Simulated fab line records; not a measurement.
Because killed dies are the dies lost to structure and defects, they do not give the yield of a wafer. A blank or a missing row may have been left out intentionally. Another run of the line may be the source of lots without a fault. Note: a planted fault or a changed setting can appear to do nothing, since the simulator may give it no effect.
Matching of chambers || flow nandHarc || 4 sister chambers for NHARC_A_ZERO_WELL_ETCH_13 on rieSi-02
The step etches the open film in HBr/Cl2, target depth 120 nm, time 40.1 s. 4 wafers are shown with their chamber, then 7 later ones without.

## WAFERS WITH THEIR CHAMBER
{"wafer": "L084.1", "chamber": 2, "drypumpMotorCurrentA (A)": 6.3}
{"wafer": "L084.5", "chamber": 0, "drypumpMotorCurrentA (A)": 5.4}
{"wafer": "L090.1", "chamber": 3, "drypumpMotorCurrentA (A)": 5.0}
{"wafer": "L090.2", "chamber": 1, "drypumpMotorCurrentA (A)": 6.2}

## WAFERS MISSING THEIR CHAMBER
{"wafer": "L090.5", "drypumpMotorCurrentA (A)": 5.0}
{"wafer": "L091.3", "drypumpMotorCurrentA (A)": 6.2}
{"wafer": "L091.4", "drypumpMotorCurrentA (A)": 5.3}
{"wafer": "L091.5", "drypumpMotorCurrentA (A)": 5.0}
{"wafer": "L097.3", "drypumpMotorCurrentA (A)": 5.0}
{"wafer": "L097.5", "drypumpMotorCurrentA (A)": 6.3}
{"wafer": "L097.6", "drypumpMotorCurrentA (A)": 5.3}

## WHICH CHAMBER EACH WENT THROUGH
{"wafer": "L090.5", "from the rows above": 3, "in truth": 3}
{"wafer": "L091.3", "from the rows above": "can't be placed: 1 or 2", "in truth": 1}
{"wafer": "L091.4", "from the rows above": 0, "in truth": 0}
{"wafer": "L091.5", "from the rows above": 3, "in truth": 3}
{"wafer": "L097.3", "from the rows above": 3, "in truth": 3}
{"wafer": "L097.5", "from the rows above": "can't be placed: 2 or 1", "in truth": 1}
{"wafer": "L097.6", "from the rows above": 0, "in truth": 0}
5 of 7 placed correctly. Not placeable from these rows: 2 (in 2, the candidates include the true chamber). Placed wrongly: 0.
How it was worked out, from the rows above alone: a wafer's distance from a chamber is the root of the sum, over the readings, of the square of ((its reading less the chamber's mean) divided by the reading's scatter). If the next closest chamber is less than 2 further off than the closest, the wafer can't be placed; otherwise it belongs to the closest. Each chamber's mean is taken over the wafers shown for it. The scatter: with one shown wafer a chamber, the root of the mean of the squares of how far each hidden wafer lies from its nearest shown one.
